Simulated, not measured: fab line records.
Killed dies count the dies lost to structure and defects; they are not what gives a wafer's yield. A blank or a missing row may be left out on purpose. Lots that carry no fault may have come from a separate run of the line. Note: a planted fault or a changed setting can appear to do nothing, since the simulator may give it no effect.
A single fault, viewed from 2 desks || flow n5_finfet || what lay behind the numbers comes last; until then each desk has only its own

AT THE METROLOGY DESK
What the gauges read, lot by lot, whatever tool the lot ran on: means of the sampled wafers that have a number. The brackets show how far a lot's mean lies from the usual mean; more than 4 standard deviations puts the lot out of limits, marked OUT. Of its 11 readings 7 are shown: those that lie furthest out on some lot.
Columns: A = IOFF_N at N5_BEOL_M4_RC_MEAS_101, usual 0.17 nA/um; B = IOFF_P at N5_BEOL_M4_RC_MEAS_101, usual 0.23 nA/um; C = ION_N at N5_BEOL_M4_RC_MEAS_101, usual 673 uA/um; D = ION_P at N5_BEOL_M4_RC_MEAS_101, usual 462 uA/um; E = SS_P at N5_BEOL_M4_RC_MEAS_101, usual 73.6 mV/dec; F = VT_N at N5_BEOL_M4_RC_MEAS_101, usual 250 mV; G = VT_P at N5_BEOL_M4_RC_MEAS_101, usual -249.7 mV
{"lot": "L926", "first seen here": "day 4 09:51", "A": 0.18, "B": 0.25, "C": 668, "D": 458, "E": 73.2, "F": 250, "G": -247.3}
{"lot": "L927", "first seen here": "day 4 15:26", "A": 0.18, "B": 0.25, "C": 671, "D": 463, "E": 73.8, "F": 249, "G": -248.5}
{"lot": "L929", "first seen here": "day 5 08:11", "A": 0.17, "B": 0.24, "C": 676, "D": 463, "E": 74.1, "F": 251, "G": -248.8}
{"lot": "L930", "first seen here": "day 5 15:06", "A": 0.20, "B": 0.25, "C": 679, "D": 470, "E": 73.8, "F": 248, "G": -248.8}
{"lot": "L938", "first seen here": "day 7 12:05", "A": 0.13, "B": 0.16, "C": 653, "D": 449, "E": 72.8, "F": 256, "G": -254.8}
{"lot": "L940", "first seen here": "day 7 23:32", "A": 0.15, "B": 0.21, "C": 679, "D": 469, "E": 73.4, "F": 250, "G": -251.0}
Result from this desk: across the 6 lots, nothing is out of limits.

AT THE TOOL OWNER'S DESK: rie_si-06
The tool's own readings at N5_DUMMY_GATE_ETCH_32 (etches SiO2 in CF4, target depth 3.5 nm, time 3.9 s): means of the sampled wafers that have a number, for each lot that ran on this tool. The brackets show how far a lot's mean lies from the usual mean; more than 4 standard deviations puts the lot out of limits, marked OUT.
Columns: A = cf4_flow_sccm at N5_DUMMY_GATE_ETCH_32, usual 80.02 sccm; B = drypump_motor_current_A at N5_DUMMY_GATE_ETCH_32, usual 5.5 A; C = oes_product_au at N5_DUMMY_GATE_ETCH_32, usual 0.997 a.u.; D = rf_fwd_power_W at N5_DUMMY_GATE_ETCH_32, usual 788 W; E = throttle_valve_pct at N5_DUMMY_GATE_ETCH_32, usual 21.7 %
{"lot": "L927", "first seen here": "day 4 15:44", "A": 80.12, "B": 5.0, "C": 1.017, "D": 787, "E": 21.7}
{"lot": "L929", "first seen here": "day 5 08:29", "A": 80.24, "B": 5.0, "C": 1.011, "D": 790, "E": 21.9}
{"lot": "L930", "first seen here": "day 5 15:23", "A": 80.14, "B": 4.8, "C": 1.010, "D": 790, "E": 21.9}
Result from this desk: across the 3 lots, nothing is out of limits.

TAKEN TOGETHER
At the metrology desk, nothing out of limits was observed.
The tool owner's desk saw nothing out of limits.

WHAT THE SIMULATOR PUT IN
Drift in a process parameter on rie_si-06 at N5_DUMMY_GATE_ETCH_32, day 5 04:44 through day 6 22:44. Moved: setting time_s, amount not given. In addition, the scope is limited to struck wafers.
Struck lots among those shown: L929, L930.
